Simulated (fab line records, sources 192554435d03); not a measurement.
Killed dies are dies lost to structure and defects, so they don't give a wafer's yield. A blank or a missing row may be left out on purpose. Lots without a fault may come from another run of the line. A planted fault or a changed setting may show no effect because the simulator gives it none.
Chamber matching | flow n5_finfet | N5_BEOL_M0_SAQP_PECVD_03 on pecvd-04: 3 sister chambers
The step deposits SiCN from 3MS/NH3, target thk 12 nm, time 21.1 s. 3 wafers are shown with their chamber, then 12 later ones without.

WAFERS WITH THEIR CHAMBER
wafer  | chamber | throttle_valve_pct (%)
L086.5 | 0       | 9.6
L087.4 | 1       | 10.0
L087.5 | 2       | 8.8

WAFERS WITHOUT THEIR CHAMBER
wafer  | throttle_valve_pct (%)
L088.1 | 10.4
L088.3 | 9.3
L088.6 | 10.1
L094.2 | 9.1
L094.4 | 10.0
L094.6 | 8.7
L095.1 | 8.8
L095.3 | 9.4
L095.5 | 8.8
L097.2 | 8.9
L097.3 | 9.3
L097.4 | 9.7

WHICH CHAMBER EACH WENT THROUGH
wafer  | from the rows above          | in truth
L088.1 | can't be placed: 1 or 0      | 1
L088.3 | can't be placed: 0 or 2 or 1 | 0
L088.6 | can't be placed: 1 or 0      | 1
L094.2 | can't be placed: 2 or 0      | 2
L094.4 | can't be placed: 1 or 0      | 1
L094.6 | 2                            | 2
L095.1 | 2                            | 2
L095.3 | can't be placed: 0 or 1 or 2 | 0
L095.5 | 2                            | 2
L097.2 | 2                            | 2
L097.3 | can't be placed: 0 or 2 or 1 | 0
L097.4 | can't be placed: 0 or 1      | 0
Placed correctly: 4 of 12. Can't be placed from these rows: 8 (the true chamber is among the candidates in 8). Placed wrongly: 0.
How it was worked out, from the rows above alone: a wafer's distance from a chamber is the root of the sum, over the readings, of the square of ((its reading less the chamber's mean) divided by the reading's scatter). The wafer belongs to the nearest chamber; if the next one is less than 2 further off, it can't be placed. A chamber's mean is the mean of its shown wafers. The scatter: with one shown wafer a chamber, the root of the mean of the squares of how far each hidden wafer lies from its nearest shown one.
